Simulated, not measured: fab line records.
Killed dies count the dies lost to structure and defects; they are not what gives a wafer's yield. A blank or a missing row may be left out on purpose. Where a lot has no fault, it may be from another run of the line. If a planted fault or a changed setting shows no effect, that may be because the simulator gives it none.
Lot-split experiment    flow n5-finfet    on a route of 1938 steps: 7 lots, 21 wafers read

## SPLIT DETAILS
At N5_BEOL_M14_COAT_65 (time 60 s, resist thk 450 nm), the setting spin-rpm was moved away from the recipe's 1500 rpm on 8 of the 21 wafers read, by -8.7% to +8.9%. This setting was run at the recipe's value on the other wafers.

Reading taken at the split's own step.

## THE READING
SOC_of_BEOL_M14_COAT_65.thk-nm (the simulator's own value, which no gauge read), in nm, at N5_BEOL_M14_COAT_65 (time 60 s, resist thk 450 nm). There is no usual value for it anywhere in the file. Here, 13 wafers ran the recipe; their average is 449.9 nm with a standard deviation of 1.1 nm.

wafer   tool, chamber at the split  spin-rpm as run, rpm  against the recipe  SOC_of_BEOL_M14_COAT_65.thk-nm, nm  against lot-mates on the recipe
L076.1  litho-track-05, 0           1604                  +6.9%               436.4                               -13.2
L076.5  litho-track-05, 0           1500                  recipe              449.6                               -
L076.6  litho-track-05, 0           1500                  recipe              449.6                               -
L080.2  litho-track-03, 0           1500                  recipe              448.6                               -
L080.4  litho-track-03, 0           1500                  recipe              449                                 -
L080.5  litho-track-03, 0           1387                  -7.5%               467.4                               +18.6
L081.2  litho-track-05, 0           1500                  recipe              449.2                               -
L081.3  litho-track-05, 0           1500                  recipe              448.2                               -
L081.4  litho-track-05, 0           1500                  recipe              449                                 -
L084.3  litho-track-02, 0           1370                  -8.7%               472.2                               +19.8
L084.5  litho-track-02, 0           1500                  recipe              452.4                               -
L084.6  litho-track-02, 0           1370                  -8.7%               472.6                               +20.2
L091.1  litho-track-05, 0           1500                  recipe              450.6                               -
L091.4  litho-track-05, 0           1500                  recipe              450                                 -
L091.5  litho-track-05, 0           1500                  recipe              450.4                               -
L094.1  litho-track-05, 0           1583                  +5.5%               439.8                               -11.2
L094.2  litho-track-05, 0           1583                  +5.5%               439                                 -12.0
L094.5  litho-track-05, 0           1500                  recipe              451                                 -
L093.3  litho-track-03, 0           1500                  recipe              451.2                               -
L093.5  litho-track-03, 0           1633                  +8.9%               432.2                               -19.0
L093.6  litho-track-03, 0           1633                  +8.9%               432.4                               -18.8

FIT RESULTS
A straight line over all 21 wafers: SOC_of_BEOL_M14_COAT_65.thk-nm changes by -2.22 nm for each +1% of spin-rpm; r = -0.99; the points scatter about the line by 1.5 nm.
The same after taking each lot's own level away (the mean of its wafers on the recipe; 21 wafers): -2.21 nm for each +1%; r = -1.00; scatter 0.7 nm.
On that fit, the largest move of spin-rpm shifts the reading by 20 nm.
From 448.80 to 452.40 nm: that is the span of the lots' own levels, equal to 3.2 times the standard deviation above.
Consequently the slope shifts little with the lot-to-lot level, the two slopes agreeing.
Check: for one of the wafers moved furthest among these (+8.9%), held out of the fit, the line's prediction against its lot-mates is -19.2 nm. Against them it came out at -19 nm.

## OTHER SPLITS ON THESE WAFERS
Note: prior to the reading, these wafers also went through further splits. Each is held against what the fit with the lots' levels taken away leaves over:
other split on the same wafers     wafers away from the commonest value  r with SOC_of_BEOL_M14_COAT_65.thk-nm (lot level and that fit taken away)
N5_BEOL_M10_EXPOSE_25 dose-mj      8                                     +0.21
N5_BEOL_M11_ETCH_41 time-s         5                                     -0.16
N5_BEOL_M13_COAT_58 spin-rpm       7                                     +0.01
N5_BEOL_M13_TRENCH_ETCH_34 time-s  6                                     -0.18
N5_BEOL_M13_SPUTTER_43 power-w     8                                     +0.26

## THE FILE'S OWN FIT
SOC_of_BEOL_M14_COAT_65.thk-nm changes by -2.2 nm for each +1% of spin-rpm, r = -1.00.
